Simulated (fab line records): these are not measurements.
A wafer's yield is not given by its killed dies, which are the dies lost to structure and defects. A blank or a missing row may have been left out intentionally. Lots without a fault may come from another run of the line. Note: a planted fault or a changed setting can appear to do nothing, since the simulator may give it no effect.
fab line records	flow n5_finfet
record lots=7	wafers=21
route steps=1938 shown MOL_CONTACT_COAG@559 BEOL_M0_SAQP@636 BEOL_M0@721 BEOL_M1@780 BEOL_M2@846
start_h: hours from the record's opening day to when the first of the lot's shown wafers began	wait_h: hours from the lot's prior step to this one	" as in the row above	L1.1+2: several wafers, shown together as one row	- no value present, or no start provided	* or withheld: withheld	< > ~ a bound
route shown NAME@n: a module of which the file shows steps, and the number in the route of the first	usual: mean/standard deviation of fault-free wafers	same: alike in all rows	chamber/n: place in a boat	sites: per-site readings	_std_site: their standard deviation	_edge_site: outer sites' mean less inner sites'	radius_mm: how far each site lies from the wafer's centre	mask NAME#n: copy n	behind: the tool/chamber that last shaped the wafer	hold: cause of the lot's hold/its duration in hours/its outcome	device: names the non-switching transistor (n, p or np)	end of line: tests of these same wafers at the route's end	a step without rows: its recipe alone	killed: dies lost to structure and defects at the first sort, not the wafer's yield	map: a wafer's dies, marking killed ones x, the rest . and places with no die _
set.NAME: the setting the step ran with; set.NAME@STEP: the setting that earlier step ran with	model.NAME: the simulator's own value behind a step, which no gauge read
lots where settings were altered on purpose, with a table for each step and a row for each wafer
## steps
# step N5_MOL_CONTACT_COAG_ALD_27
# recipe material=SiOC	target_thk_a=170	temp_c=400	ald_precursor_family=carbosiloxane	ald_co_reactant=H2-plasma	pulse_time_s=1.5	time_s=2720	purge_time_s=2	co_reactant_purge_time_s=2	ald_cycles=340	pressure_torr=2
lot.wafer	tool	chamber	start_h	wait_h	set.time_s
L074.3	ald_sin-03	2	96.92	0.0	3031
L074.4+6	"	3,1	"	"	2720
L075.1+3+4	ald_sin-04	3,1,2	106.35	0.0	2720
L079.1+6	ald_sin-01	3,1	131.66	0.1	3308
L079.3	"	2	"	"	2720
L083.2+6	ald_sin-04	1	150.72	0.2	2720
L083.4	"	3	"	"	3143
L087.1+4+6	ald_sin-03	2,1,1	185.07	2.0	2720
L090.3+4+5	ald_sin-01	2,3,0	197.60	0.0	2720
L091.2+5+6	ald_sin-04	1,1,2	200.90	0.0	3315
# step N5_MOL_CONTACT_COAG_CMP_28
# recipe stop_on=SiNx	t_overpolish_s=0.85	post_cmp_clean=alkaline_brush	down_force_psi=4.15	platen_rpm=51.8	pad_velocity_m_s=1.0307	target_thk_nm=14.522
lot.wafer	tool	chamber	start_h	wait_h	set.down_force_psi@MOL_CONTACT_COAG_CMP_23	model.SiNx_of_GATE_CUT_SAC_CAP_01.thk_nm
L074.4+3	cmp-01	0,1	98.56	0.9	2.162	17.8
L074.6	"	1	"	"	2	17.8
L075.4+1+3	cmp-03	2,3,1	107.92	0.8	2	17.8
L079.1+6	cmp-01	2,1	133.72	1.3	2	18
L079.3	"	3	"	"	2	17.8
L083.4+6	cmp-02	0,3	152.33	0.8	2	17.8
L083.2	"	1	"	"	2	18
L087.1+4	cmp-01	1,2	186.63	0.8	2.412	17.4
L087.6	"	1	"	"	2	18
L090.4+3+5	cmp-01	0,3,1	199.17	0.8	2	18
L091.2+5	cmp-03	1	202.59	0.9	2	17.8
L091.6	"	0	"	"	2.312	17.4
# step N5_MOL_CONTACT_COAG_THK_MEAS_29
# recipe reads=SiNx_of_GATE_CUT_PECVD_57+SiNx_of_GATE_CUT_SAC_CAP_01
# usual MD_CAP_THK=17.90/0.089
lot.wafer	tool	chamber	start_h	wait_h	set.down_force_psi@MOL_CONTACT_COAG_CMP_23	MD_CAP_THK[nm]
L074.3	film_metro-01	-	98.86	-	2.162	17.84
L074.4	"	-	"	"	2.162	17.75
L074.6	"	-	"	"	2	17.77
L075.1	film_metro-01	-	108.22	-	2	17.88
L075.3	"	-	"	"	2	17.74
L075.4	"	-	"	"	2	17.88
L079.1	film_metro-02	-	133.94	-	2	17.93
L079.3	"	-	"	"	2	17.91
L079.6	"	-	"	"	2	17.88
L083.2	film_metro-02	-	152.59	-	2	17.94
L083.4	"	-	"	"	2	17.88
L083.6	"	-	"	"	2	17.87
L087.1	film_metro-02	-	186.93	-	2.412	17.55
L087.4	"	-	"	"	2.412	17.41
L087.6	"	-	"	"	2	17.89
L090.3	film_metro-01	-	199.46	-	2	18.01
L090.4	"	-	"	"	2	17.98
L090.5	"	-	"	"	2	17.99
L091.2	film_metro-01	-	202.84	-	2	17.83
L091.5	"	-	"	"	2	17.79
L091.6	"	-	"	"	2.312	17.46
# step N5_MOL_CONTACT_COAG_ALD_123
# recipe material=SiNx	target_thk_a=50	temp_c=400	ald_precursor_family=SiH2I2	ald_co_reactant=N2/H2-plasma	pulse_time_s=1	purge_time_s=2	co_reactant_purge_time_s=2	ald_cycles=100	pressure_torr=2
# step N5_MOL_CONTACT_COAG_PECVD_31
# recipe material=SiO2	target_thk_a=460	temp_c=400	precursor=TEOS/O2	pressure_torr=6.5	rf_w=withheld	teos_flow_sccm=withheld	gas=O2	flow_sccm=2650	time_s=8.9
# step N5_MOL_CONTACT_COAG_VIA_ETCH_46
# recipe chemistry=C4F6/O2	target_depth_a=460	overetch_a=92	mask_material=SOC	target=SiO2	bias_w=455	pressure_mtorr=10	time_s=40	source_w=325	Ar_flow_sccm=300	C4F6_flow_sccm=10	O2_flow_sccm=10	ion_energy_ev=575.3	ends=end_point
# step N5_MOL_CONTACT_COAG_STRIP_96
# recipe chemistry=N2/H2	power_w=500	temp_c=40	pressure_mtorr=50	rf_frequency_hz=6e+07	overash_fraction=0.3	bias_power_w=28	h2_frac=0.5	n2_flow_sccm=300	h2_flow_sccm=300
# step N5_MOL_CONTACT_COAG_ETCH_47
# recipe chemistry=CH3F/O2	target=SiNx	target_depth_a=270	mask_material=SiO2	stop_on=W	over_etch_frac=0.2	ion_energy_ev=120	endpoint=OES-CN	pressure_mtorr=30	source_w=395	bias_w=73	Ar_flow_sccm=150	CH3F_flow_sccm=30	O2_flow_sccm=20	ends=end_point
lot.wafer	tool	chamber	start_h	wait_h	set.down_force_psi@MOL_CONTACT_COAG_CMP_23	model.MOL_CONTACT_COAG.feature_depth_nm	model.etch.depth_nm
L074.3	rie_diel-02	3	101.25	0.0	2.162	18.4	17.79
L074.4	"	0	"	"	2.162	18.4	17.73
L074.6	"	2	"	"	2	18.4	17.77
L075.1	rie_diel-05	3	109.92	0.0	2	18.4	17.87
L075.3	"	0	"	"	2	18.4	17.75
L075.4	"	2	"	"	2	18.4	17.88
L079.1	rie_diel-05	1	135.53	0.0	2	18.4	17.93
L079.3	"	2	"	"	2	18.4	17.88
L079.6	"	2	"	"	2	18.4	17.92
L083.2	rie_diel-02	3	154.47	0.0	2	18.6	17.94
L083.4	"	3	"	"	2	18.4	17.87
L083.6	"	0	"	"	2	18.4	17.84
L087.1	rie_diel-04	1	189.50	0.0	2.412	18	17.49
L087.4	"	3	"	"	2.412	18	17.46
L087.6	"	0	"	"	2	18.4	17.92
L090.3	rie_diel-05	3	201.10	0.0	2	18.6	18.01
L090.4	"	2	"	"	2	18.6	17.97
L090.5	"	1	"	"	2	18.6	17.99
L091.2	rie_diel-05	1	204.58	0.0	2	18.4	17.79
L091.5	"	1	"	"	2	18.4	17.84
L091.6	"	0	"	"	2.312	18	17.49
# step N5_BEOL_M0_SAQP_PECVD_96
# recipe material=a-Si	target_thk_a=450	temp_c=350	precursor=SiH4/He	pressure_torr=3	rf_w=100	time_s=45.2
lot.wafer	tool	chamber	start_h	wait_h	set.time_s	model.a-Si_of_BEOL_M0_SAQP_PECVD_96.thk_nm
L074.3	pecvd-03	2	108.53	0.0	45.2	46.4
L074.4	"	1	"	"	45.2	45
L074.6	"	1	"	"	45.2	44.6
L075.1	pecvd-02	0	119.97	0.0	45.2	44.6
L075.3	"	2	"	"	45.2	44
L075.4	"	0	"	"	45.2	45.2
L079.1	pecvd-03	1	142.94	0.0	45.2	45.2
L079.3+6	"	0,1	"	"	47.31	47.2
L083.2	pecvd-03	0	161.96	0.0	45.2	44.8
L083.4	"	0	"	"	41.27	41.4
L083.6	"	1	"	"	41.27	40.4
L087.1	pecvd-03	1	197.05	0.0	45.2	44.6
L087.4	"	0	"	"	40.34	41.2
L087.6	"	2	"	"	45.2	46.2
L090.3	pecvd-03	2	206.97	0.0	45.2	44.8
L090.4	"	0	"	"	45.2	45.4
L090.5	"	1	"	"	45.2	45.2
L091.2	pecvd-01	2	210.99	0.0	51.15	51
L091.5	"	0	"	"	45.2	45.2
L091.6	"	2	"	"	51.15	51.8
# step N5_BEOL_M0_SAQP_EXPOSE_11
# recipe mask_id=M0_CORE	na=1.35	source_shape=dipole	sigma_inner=0.538	sigma_outer=0.738	polarization=te	target_cd_nm=42	dose_mj=55
lot.wafer	tool	chamber	start_h	wait_h	mask	set.dose_mj
L074.3+6	arfi_scanner-03	0	109.13	-	M0_CORE#0	55
L074.4	"	0	"	"	M0_CORE#0	57.37
L075.1+3+4	arfi_scanner-02	0	120.53	-	M0_CORE#0	55
L079.1+3+6	arfi_scanner-01	0	143.47	-	M0_CORE#0	55
L083.2+4	arfi_scanner-03	0	162.50	-	M0_CORE#0	55
L083.6	"	0	"	"	M0_CORE#0	51
L087.1+4	arfi_scanner-02	0	197.46	-	M0_CORE#0	57.33
L087.6	"	0	"	"	M0_CORE#0	55
L090.3+4+5	arfi_scanner-02	0	207.52	-	M0_CORE#0	55
L091.2+5	arfi_scanner-01	0	211.55	-	M0_CORE#0	55
L091.6	"	0	"	"	M0_CORE#0	57.7
# step N5_BEOL_M0_SAQP_PEB_12
# recipe peb_temp_c=withheld	peb_time_s=60	resist=CAR-ArF
# step N5_BEOL_M0_SAQP_DEVELOP_13
# recipe develop_time_s=30	developer=TMAH	resist=CAR-ArF	dev_temp_c=23	rinse_liquid=diw	dry=air_spin
# step N5_BEOL_M0_SAQP_CD_MEAS_14
# recipe target_cd_nm=42.5	landing_energy_ev=500	detector=se_inlens
# usual cd_nm=42.4/0.41
lot.wafer	tool	chamber	start_h	wait_h	set.dose_mj@BEOL_M0_SAQP_EXPOSE_11	cd_nm
L074.3	cd_sem-01	0	109.24	-	55	43.3
L074.4	"	0	"	"	57.37	41.6
L074.6	"	0	"	"	55	42.7
L075.1	cd_sem-02	0	120.66	-	55	41.7
L075.3	"	0	"	"	55	42.2
L075.4	"	0	"	"	55	42.6
L079.1	cd_sem-02	0	143.60	-	55	41.9
L079.3	"	0	"	"	55	42.6
L079.6	"	0	"	"	55	41.9
L083.2	cd_sem-02	0	162.62	-	55	42.3
L083.4	"	0	"	"	55	42.0
L083.6	"	0	"	"	51	44.3
L087.1	cd_sem-01	0	197.58	-	57.33	41.6
L087.4	"	0	"	"	57.33	41.6
L087.6	"	0	"	"	55	42.9
L090.3	cd_sem-03	0	207.64	-	55	41.6
L090.4	"	0	"	"	55	41.9
L090.5	"	0	"	"	55	42.3
L091.2	cd_sem-03	0	211.68	-	55	42.3
L091.5	"	0	"	"	55	42.9
L091.6	"	0	"	"	57.7	41.3
# step N5_BEOL_M0_SAQP_ETCH_101
# recipe chemistry=CH3F/O2	target=SiNx	mask_material=SiO2	target_depth_a=299	time_s=42.7	pressure_mtorr=30	source_w=395	bias_w=73	Ar_flow_sccm=150	CH3F_flow_sccm=30	O2_flow_sccm=20	ion_energy_ev=120
# step N5_BEOL_M0_SAQP_ETCH_102
# recipe chemistry=CF4	target=SiO2	target_depth_a=40	ion_energy_ev=350	time_s=4.4	pressure_mtorr=10	icp_w=800	bias_w=400	cf4_flow_sccm=80
# step N5_BEOL_M0_SAQP_MANDREL_ETCH_103
# recipe chemistry=HBr/Cl2	target=a-Si	target_depth_a=450	bt_time_s=10	stop_on=SiCN	mask_material=SiO2	over_etch_frac=0.8	time_s=27	pressure_mtorr=10	icp_w=800	bias_w=75	HBr_flow_sccm=150	Cl2_flow_sccm=80	ends=end_point
lot.wafer	tool	chamber	start_h	wait_h	set.time_s@BEOL_M0_SAQP_PECVD_96	model.etch.depth_nm
L074.3	rie_si-02	3	111.14	0.0	45.2	46.48
L074.4	"	1	"	"	45.2	45.1
L074.6	"	1	"	"	45.2	44.56
L075.1	rie_si-01	2	122.76	0.0	45.2	44.55
L075.3	"	0	"	"	45.2	44.05
L075.4	"	3	"	"	45.2	45.15
L079.1	rie_si-01	3	145.43	0.0	45.2	45.23
L079.3	"	0	"	"	47.31	47.19
L079.6	"	1	"	"	47.31	47.22
L083.2	rie_si-05	2	164.51	0.0	45.2	44.71
L083.4	"	1	"	"	41.27	41.3
L083.6	"	0	"	"	41.27	40.4
L087.1	rie_si-05	1	199.75	0.0	45.2	44.68
L087.4	"	3	"	"	40.34	41.29
L087.6	"	0	"	"	45.2	46.25
L090.3	rie_si-01	1	209.66	0.0	45.2	44.78
L090.4	"	0	"	"	45.2	45.49
L090.5	"	3	"	"	45.2	45.17
L091.2	rie_si-05	2	213.78	0.0	51.15	50.93
L091.5	"	1	"	"	45.2	45.13
L091.6	"	0	"	"	51.15	51.78
# step N5_BEOL_M0_TRENCH_ETCH_107
# recipe chemistry=C4F6/O2	target_depth_a=328	target=SiOC	time_s=16.4	ion_energy_ev=250	pressure_mtorr=30	source_w=355	bias_w=185	Ar_flow_sccm=300	C4F6_flow_sccm=10	O2_flow_sccm=10
lot.wafer	tool	chamber	start_h	wait_h	set.target_depth_a	model.BEOL_M0.feature_depth_nm
L074.3	rie_diel-05	2	116.87	0.0	328	32.6
L074.4+6	"	0,1	"	"	328	32.4
L075.1	rie_diel-04	0	129.30	0.0	328	33
L075.3	"	1	"	"	328	32.4
L075.4	"	2	"	"	328	33.8
L079.1	rie_diel-05	0	149.98	0.0	340.2	34
L079.3	"	3	"	"	328	32.6
L079.6	"	0	"	"	328	32.8
L083.2	rie_diel-02	0	169.88	0.0	328	33
L083.4+6	"	2	"	"	367.7	37.2
L087.1	rie_diel-04	1	203.71	0.0	328	33
L087.4	"	2	"	"	366.4	37.4
L087.6	"	1	"	"	366.4	36.6
L090.3	rie_diel-05	2	214.37	0.0	328	32.4
L090.4	"	3	"	"	307	30
L090.5	"	2	"	"	307	30.2
L091.2	rie_diel-04	1	220.41	0.0	328	32.4
L091.5	"	0	"	"	302.3	30.2
L091.6	"	1	"	"	328	32.6
# step N5_BEOL_M0_STRIP_142
# recipe chemistry=N2/H2	time_s=10	power_w=450	temp_c=40	pressure_mtorr=20	rf_frequency_hz=6e+07	bias_power_w=7	n2_flow_sccm=200	h2_flow_sccm=200
# step N5_BEOL_M0_OCD_MEAS_108
# usual trench_depth_nm=32.7/0.56
lot.wafer	tool	chamber	start_h	wait_h	set.target_depth_a@BEOL_M0_TRENCH_ETCH_107	trench_depth_nm
L074.3	ocd-01	-	116.97	0.1	328	32.6
L074.4	"	-	"	"	328	32.6
L074.6	"	-	"	"	328	31.8
L075.1	ocd-02	-	129.41	0.1	328	33.3
L075.3	"	-	"	"	328	32.2
L075.4	"	-	"	"	328	33.1
L079.1	ocd-02	-	150.09	0.1	340.2	34.4
L079.3	"	-	"	"	328	32.4
L079.6	"	-	"	"	328	33.0
L083.2	ocd-01	-	169.98	0.1	328	32.5
L083.4	"	-	"	"	367.7	37.3
L083.6	"	-	"	"	367.7	36.6
L087.1	ocd-02	-	203.81	0.1	328	32.9
L087.4	"	-	"	"	366.4	37.6
L087.6	"	-	"	"	366.4	36.0
L090.3	ocd-01	-	214.47	0.1	328	32.9
L090.4	"	-	"	"	307	30.6
L090.5	"	-	"	"	307	31.0
L091.2	ocd-01	-	220.52	0.1	328	31.9
L091.5	"	-	"	"	302.3	30.3
L091.6	"	-	"	"	328	32.7
# step N5_BEOL_M1_COAT_22
# recipe resist=CAR-EUV	spin_rpm=1500	resist_thk_nm=30
lot.wafer	tool	chamber	start_h	wait_h	set.spin_rpm	model.CAR-EUV_of_BEOL_M1_COAT_22.thk_nm
L074.3	litho_track-03	0	-	-	1392	31.2
L074.4+6	"	0	"	"	1500	30
L075.1	litho_track-01	0	-	-	1500	30.2
L075.3+4	"	0	"	"	1500	30
L079.1+3	litho_track-01	0	-	-	1500	30
L079.6	"	0	"	"	1342	31.8
L083.2+4+6	litho_track-02	0	-	-	1500	30
L087.1+4	litho_track-01	0	-	-	1500	30
L087.6	"	0	"	"	1568	29.4
L090.3+4+5	litho_track-02	0	-	-	1500	30
L091.2	litho_track-02	0	-	-	1622	29
L091.5	"	0	"	"	1500	30.2
L091.6	"	0	"	"	1500	30
# step N5_BEOL_M1_EBR_24
# recipe solvent=PGMEA	ebr_width_mm=1.5
# step N5_BEOL_M1_SOFTBAKE_23
# recipe temp_c=110	time_s=60	resist=CAR-EUV
# step N5_BEOL_M1_EXPOSE_25
# recipe mask_id=V0	na=0.33	source_shape=quasar	sigma_inner=0.2	sigma_outer=0.8	polarization=unpolarized	defocus_nm=5	target_cd_nm=24	dose_mj=63
# step N5_BEOL_M1_PEB_26
# recipe peb_temp_c=100	peb_time_s=60	resist=CAR-EUV
# step N5_BEOL_M1_DEVELOP_27
# recipe develop_time_s=30	developer=TMAH	resist=CAR-EUV	rinse_liquid=surfactant_rinse	dry=air_spin	dev_temp_c=23
lot.wafer	tool	chamber	start_h	wait_h	set.spin_rpm@BEOL_M1_COAT_22	model.CAR-EUV_of_BEOL_M1_COAT_22.thk_nm
L074.3	litho_track-02	0	-	-	1392	30.6
L074.4+6	"	0	"	"	1500	29.6
L075.1+3+4	litho_track-01	0	-	-	1500	29.6
L079.1+3	litho_track-01	0	-	-	1500	29.6
L079.6	"	0	"	"	1342	31.2
L083.2+4+6	litho_track-01	0	-	-	1500	29.6
L087.1+4	litho_track-01	0	-	-	1500	29.6
L087.6	"	0	"	"	1568	29
L090.3+4+5	litho_track-02	0	-	-	1500	29.6
L091.2	litho_track-03	0	-	-	1622	28.4
L091.5+6	"	0	"	"	1500	29.6
# step N5_BEOL_M2_COAT_62
# recipe resist=SiARC	temp_c=220	time_s=60	spin_rpm=1500	resist_thk_nm=12
lot.wafer	tool	chamber	start_h	wait_h	set.spin_rpm	model.SiARC_of_BEOL_M2_COAT_62.thk_nm
L074.3+6	litho_track-01	0	-	-	1444	12.2
L074.4	"	0	"	"	1500	12
L075.1+3+4	litho_track-01	0	-	-	1500	12
L079.1+3+6	litho_track-05	0	-	-	1500	12
L083.2+4+6	litho_track-04	0	-	-	1500	12
L087.1	litho_track-04	0	-	-	1500	12
L087.4+6	"	0	"	"	1374	12.6
L090.3+4+5	litho_track-04	0	-	-	1500	12
L091.2+5	litho_track-01	0	-	-	1500	12
L091.6	"	0	"	"	1547	11.8
# step N5_BEOL_M2_EXPOSE_08
# recipe mask_id=M2	na=0.33	source_shape=dipole	sigma_inner=0.369	sigma_outer=0.767	polarization=unpolarized	dose_mj=41.25
lot.wafer	tool	chamber	start_h	wait_h	mask	set.dose_mj
L074.3	euv_scanner-02	0	137.56	-	M2#0	41.25
L074.4+6	"	0	"	"	M2#0	40.1
L075.1+3+4	euv_scanner-01	0	143.75	-	M2#0	41.25
L079.1+3+6	euv_scanner-01	0	166.13	-	M2#0	41.25
L083.2	euv_scanner-01	0	190.50	-	M2#0	43.34
L083.4+6	"	0	"	"	M2#0	41.25
L087.1+6	euv_scanner-02	0	221.01	-	M2#0	44.06
L087.4	"	0	"	"	M2#0	41.25
L090.3+4+5	euv_scanner-02	0	237.01	-	M2#0	41.25
L091.2+5+6	euv_scanner-01	0	241.79	-	M2#0	41.25
# step N5_BEOL_M2_PEB_09
# recipe peb_temp_c=100	peb_time_s=60	resist=CAR-EUV
# step N5_BEOL_M2_DEVELOP_10
# recipe develop_time_s=30	developer=TMAH	resist=CAR-EUV	rinse_liquid=surfactant_rinse	dry=air_spin	dev_temp_c=23
# step N5_BEOL_M2_DESCUM_16
# recipe chemistry=O2	time_s=7	source_power_w=50	bias_power_w=20	pressure_mtorr=20	rf_frequency_hz=2.712e+07	temp_c=40	resist=CAR-EUV	o2_flow_sccm=225
# step N5_BEOL_M2_ETCH_74
# recipe chemistry=N2/H2	target=underlayer	target_depth_a=65	mask_material=CAR-EUV	time_s=5.2	ion_energy_ev=200	pressure_mtorr=30	source_w=840	bias_w=150	n2_flow_sccm=200	h2_flow_sccm=200	ends=cleared
lot.wafer	tool	chamber	start_h	wait_h	set.dose_mj@BEOL_M2_EXPOSE_08	model.BEOL_M2.cd_offset_nm
L074.3	rie_diel-05	2	137.83	0.0	41.25	-0.2
L074.4	"	1	"	"	40.1	-0.8
L074.6	"	2	"	"	40.1	-0.4
L075.1	rie_diel-04	0	144.05	0.0	41.25	0
L075.3	"	2	"	"	41.25	0.4
L075.4	"	1	"	"	41.25	0.2
L079.1+3+6	rie_diel-02	2,0,1	166.58	0.0	41.25	0
L083.2	rie_diel-05	0	190.86	0.0	43.34	1.2
L083.4	"	1	"	"	41.25	0
L083.6	"	3	"	"	41.25	0.2
L087.1+6	rie_diel-05	0,2	221.36	0.0	44.06	1.4
L087.4	"	1	"	"	41.25	0.2
L090.3+5	rie_diel-02	1,0	237.30	0.0	41.25	-0.2
L090.4	"	3	"	"	41.25	0
L091.2	rie_diel-05	2	242.08	0.0	41.25	0
L091.5	"	2	"	"	41.25	-0.2
L091.6	"	3	"	"	41.25	-0.4
# step N5_BEOL_M2_ETCH_63
# recipe chemistry=CF4	target=SiARC	target_depth_a=156	mask_material=CAR-EUV	time_s=26	ion_energy_ev=80	pressure_mtorr=40	source_w=545	bias_w=36	Ar_flow_sccm=100	cf4_flow_sccm=100	ends=cleared
lot.wafer	tool	chamber	start_h	wait_h	set.spin_rpm@BEOL_M2_COAT_62	set.dose_mj@BEOL_M2_EXPOSE_08	model.BEOL_M2.cd_offset_nm	model.etch.depth_nm
L074.3	rie_diel-05	2	137.85	0.0	1444	41.25	-0.2	12.25
L074.4	"	1	"	"	1500	40.1	-0.6	12.03
L074.6	"	2	"	"	1444	40.1	-0.4	12.27
L075.1	rie_diel-04	0	144.06	0.0	1500	41.25	-0.2	12.05
L075.3	"	2	"	"	1500	41.25	0.4	12.03
L075.4	"	1	"	"	1500	41.25	0.2	12.03
L079.1	rie_diel-02	2	166.59	0.0	1500	41.25	0	12.05
L079.3	"	0	"	"	1500	41.25	0.2	12.01
L079.6	"	1	"	"	1500	41.25	0	11.99
L083.2	rie_diel-05	0	190.88	0.0	1500	43.34	1	11.99
L083.4	"	1	"	"	1500	41.25	0	12.01
L083.6	"	3	"	"	1500	41.25	0.2	11.99
L087.1	rie_diel-05	0	221.38	0.0	1500	44.06	1.4	12
L087.4	"	1	"	"	1374	41.25	0.2	12.55
L087.6	"	2	"	"	1374	44.06	1.4	12.58
L090.3	rie_diel-02	1	237.32	0.0	1500	41.25	-0.2	11.99
L090.4	"	3	"	"	1500	41.25	0	11.97
L090.5	"	0	"	"	1500	41.25	0	11.99
L091.2	rie_diel-05	2	242.09	0.0	1500	41.25	0	12.04
L091.5	"	2	"	"	1500	41.25	-0.2	12.04
L091.6	"	3	"	"	1547	41.25	-0.4	11.83
## key
split step=N5_MOL_CONTACT_COAG_ALD_27	setting=time_s	stated=2720	by=wafer
response none clear
split step=N5_BEOL_M0_SAQP_PECVD_96	setting=time_s	stated=45.2	by=wafer
response step=N5_BEOL_M0_SAQP_PECVD_96	reading=model.a-Si_of_BEOL_M0_SAQP_PECVD_96.thk_nm	change=+0.44	per=1%	r=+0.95
response step=N5_BEOL_M0_SAQP_MANDREL_ETCH_103	reading=model.etch.depth_nm	change=+0.439	per=1%	r=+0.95
split step=N5_BEOL_M0_SAQP_EXPOSE_11	setting=dose_mj	stated=55	by=wafer
response step=N5_BEOL_M0_SAQP_CD_MEAS_14	reading=cd_nm	change=-0.294	per=1%	r=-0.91
split step=N5_BEOL_M0_TRENCH_ETCH_107	setting=target_depth_a	stated=328	by=wafer
response step=N5_BEOL_M0_TRENCH_ETCH_107	reading=model.BEOL_M0.feature_depth_nm	change=+0.338	per=1%	r=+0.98
response step=N5_BEOL_M0_OCD_MEAS_108	reading=trench_depth_nm	change=+0.34	per=1%	r=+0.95
split step=N5_BEOL_M1_COAT_22	setting=spin_rpm	stated=1500	by=wafer
response step=N5_BEOL_M1_COAT_22	reading=model.CAR-EUV_of_BEOL_M1_COAT_22.thk_nm	change=-0.157	per=1%	r=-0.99
response step=N5_BEOL_M1_DEVELOP_27	reading=model.CAR-EUV_of_BEOL_M1_COAT_22.thk_nm	change=-0.146	per=1%	r=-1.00
split step=N5_BEOL_M2_COAT_62	setting=spin_rpm	stated=1500	by=wafer
response step=N5_BEOL_M2_COAT_62	reading=model.SiARC_of_BEOL_M2_COAT_62.thk_nm	change=-0.068	per=1%	r=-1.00
response step=N5_BEOL_M2_ETCH_63	reading=model.etch.depth_nm	change=-0.0659	per=1%	r=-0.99
split step=N5_BEOL_M2_EXPOSE_08	setting=dose_mj	stated=41.25	by=wafer
response step=N5_BEOL_M2_ETCH_74	reading=model.BEOL_M2.cd_offset_nm	change=+0.186	per=1%	r=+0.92
response step=N5_BEOL_M2_ETCH_63	reading=model.BEOL_M2.cd_offset_nm	change=+0.17	per=1%	r=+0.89
split outside_this_file step=N5_MOL_CONTACT_COAG_CMP_23 setting=down_force_psi
# split outside_this_file: this setting was split too, and the file shows its column; the key of that split is in another file
